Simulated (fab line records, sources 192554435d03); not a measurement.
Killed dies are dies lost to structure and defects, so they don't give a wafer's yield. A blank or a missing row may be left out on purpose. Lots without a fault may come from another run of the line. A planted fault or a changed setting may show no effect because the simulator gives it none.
Which tool did it? | flow n5_finfet | 11 lots, 30 wafers sampled, at 3 steps of a route of 1938

WHAT THE GAUGES READ, wafer by wafer
N5_MIM_TOP_LITHO_CD_MEAS_08: target cd 2000 nm.
lot  | measured     | on        | cd_nm (nm)
L375 | day 13 08:50 | cd_sem-02 | 1999.8 2000.6
L377 | day 14 11:10 | cd_sem-01 | 1998.2 2001.3 2000.5
L379 | day 14 15:23 | cd_sem-01 | 2004.5 2002.8 2003.9
L380 | day 14 21:49 | cd_sem-01 | 2000.1 1998.1 1999.1
L381 | day 15 02:11 | cd_sem-01 | 2013.0 2012.7
L382 | day 15 16:53 | cd_sem-03 | 2014.7 2001.0
L383 | day 16 02:44 | cd_sem-03 | 2000.6 2002.3 2013.9
L391 | day 17 19:24 | cd_sem-03 | 2001.5 1999.9 2001.4
L393 | day 18 15:02 | cd_sem-02 | 2003.1 2000.1 2003.2
L394 | day 18 21:40 | cd_sem-02 | 2001.4 2001.0 2002.8
L396 | day 18 22:13 | cd_sem-02 | 2001.0 2000.9 2000.4

WHICH TOOL RAN EACH LOT (tool, then ch and the chambers of the sampled wafers, then the start)
lot  | N5_MIM_BOT_DEGAS_01          | N5_MIM_TOP_LITHO_PEB_06
L375 | pvd_sputter-03, day 13 07:41 | litho_track-05 ch 0, day 13 08:43
L377 | pvd_sputter-03, day 14 09:44 | litho_track-01 ch 0, day 14 11:03
L379 | pvd_sputter-02, day 14 13:50 | litho_track-01 ch 0, day 14 15:16
L380 | pvd_sputter-03, day 14 20:41 | litho_track-02 ch 0, day 14 21:41
L381 | pvd_sputter-01, day 15 00:38 | litho_track-01 ch 0, day 15 02:04
L382 | pvd_sputter-03, day 15 15:27 | litho_track-01 ch 0, day 15 16:46
L383 | pvd_sputter-03, day 16 01:39 | litho_track-01 ch 0, day 16 02:37
L391 | pvd_sputter-03, day 17 17:53 | litho_track-05 ch 0, day 17 19:17
L393 | pvd_sputter-02, day 18 13:35 | litho_track-01 ch 0, day 18 14:54
L394 | pvd_sputter-01, day 18 19:52 | litho_track-01 ch 0, day 18 21:33
L396 | pvd_sputter-01, day 18 20:11 | litho_track-01 ch 0, day 18 22:06
- N5_MIM_BOT_DEGAS_01: time 60 s.
- N5_MIM_TOP_LITHO_PEB_06

WHAT THE TOOLS THEMSELVES READ (means of the sampled wafers that have a number; where no wafer has one, the mark that the record gives instead)
N5_MIM_BOT_DEGAS_01.
lot  | tool           | heater_power_w (W)
L375 | pvd_sputter-03 | 480
L377 | pvd_sputter-03 | 475
L379 | pvd_sputter-02 | 472
L380 | pvd_sputter-03 | 489
L381 | pvd_sputter-01 | 472
L382 | pvd_sputter-03 | 454
L383 | pvd_sputter-03 | 471
L391 | pvd_sputter-03 | 469
L393 | pvd_sputter-02 | 478
L394 | pvd_sputter-01 | 460
L396 | pvd_sputter-01 | 475

THE ANSWER, worked out from the rows above alone
Rule: what is usual is taken from the lots themselves. Put in order of their means at a reading, lots are off if they are a third of the lots or fewer, leave a main group of 4 or more, and stand apart from it by a gap of 3 or more times the standard deviation of the main group's means; of several such gaps the widest counts. A main group whose means are all the same, to the digits that the tables above print for the reading, isn't used. A lot without any number at a reading at which 4 lots or more have one is off too. The other lots that the step has rows for count as sound. The gauges are gone through in route order, then the tools' own readings, and for those a lot's mean is taken as printed above. The first step at which some lot is off is used, and at that step the reading that is off furthest; a lot without a number counts as furthest.
No lot is off at any reading shown: from this, nothing can be told.

WHAT THE SIMULATOR HAD PUT IN
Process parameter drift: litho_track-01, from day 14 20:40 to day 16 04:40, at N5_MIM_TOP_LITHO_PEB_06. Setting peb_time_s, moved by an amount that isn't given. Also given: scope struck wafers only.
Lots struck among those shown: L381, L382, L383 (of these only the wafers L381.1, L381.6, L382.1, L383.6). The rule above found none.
